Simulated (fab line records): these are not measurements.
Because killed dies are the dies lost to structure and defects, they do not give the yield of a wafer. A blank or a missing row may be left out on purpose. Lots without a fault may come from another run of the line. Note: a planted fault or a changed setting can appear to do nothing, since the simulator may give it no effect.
Matching of chambers ; flow n5-finfet ; rie-diel-05 running N5_BEOL_M0_SAQP_SPACER2_ETCHBACK_27: 4 sister chambers
The step etches SiO2 in CHF3/O2, target depth 22.5 nm, time 11.25 s. 18 wafers are shown with their chamber, then 9 later ones without.

## WAFERS, EACH WITH ITS CHAMBER
wafer;chamber;drypump-motor-current-A (A);rf-vpp-V (V);throttle-valve-pct (%)
L075.1;3;5.7;530;18.56
L075.2;1;5.5;544;18.88
L075.6;2;5.2;543;18.50
L079.3;2;5.2;544;18.50
L079.5;0;6.0;515;18.62
L079.6;3;5.8;528;18.55
L080.2;3;5.8;529;18.56
L080.3;1;5.5;546;18.89
L080.4;0;6.0;514;18.63
L081.1;1;5.5;544;18.87
L081.2;2;5.2;543;18.53
L081.6;3;5.8;529;18.56
L086.1;3;5.7;530;18.57
L086.2;1;5.5;544;18.91
L086.3;2;5.2;543;18.54
L085.3;2;5.2;544;18.55
L085.4;1;5.5;544;18.91
L085.5;1;5.5;543;18.89

SIGNATURES (averages over the wafers above)
reading;chamber 0;chamber 1;chamber 2;chamber 3;scatter within a chamber
drypump-motor-current-A;6.000;5.500;5.200;5.760;0.0293
rf-vpp-V;514.50;544.17;543.40;529.20;0.816
throttle-valve-pct;18.6250;18.8917;18.5240;18.5600;0.0162
Rule: distance of a wafer from a chamber = root of the sum over the readings of ((wafer's reading minus chamber's mean) / reading's scatter) squared. The wafer belongs to the nearest chamber; if the next one is less than 2 further off, it can't be placed. The scatter is the square root of a quotient: the sum, over the shown wafers, of each reading's squared deviation from its chamber's mean, divided by wafers minus chambers.

## WAFERS WITH NO CHAMBER GIVEN
wafer;drypump-motor-current-A (A);rf-vpp-V (V);throttle-valve-pct (%)
L087.2;5.2;543;18.55
L087.5;5.2;545;18.54
L087.6;5.5;544;18.90
L089.2;5.5;544;18.92
L089.3;5.2;542;18.56
L089.4;5.8;528;18.61
L090.1;5.2;542;18.54
L090.3;6.0;515;18.64
L090.4;5.5;543;18.92

## CHAMBER TAKEN BY EACH
wafer;from the rows above;in truth
L087.2;2;2
L087.5;2;2
L087.6;1;1
L089.2;1;1
L089.3;2;2
L089.4;3;3
L090.1;2;2
L090.3;0;0
L090.4;1;1
Placed correctly: 9 of 9. Not placeable from these rows: 0. Number placed wrongly: 0.
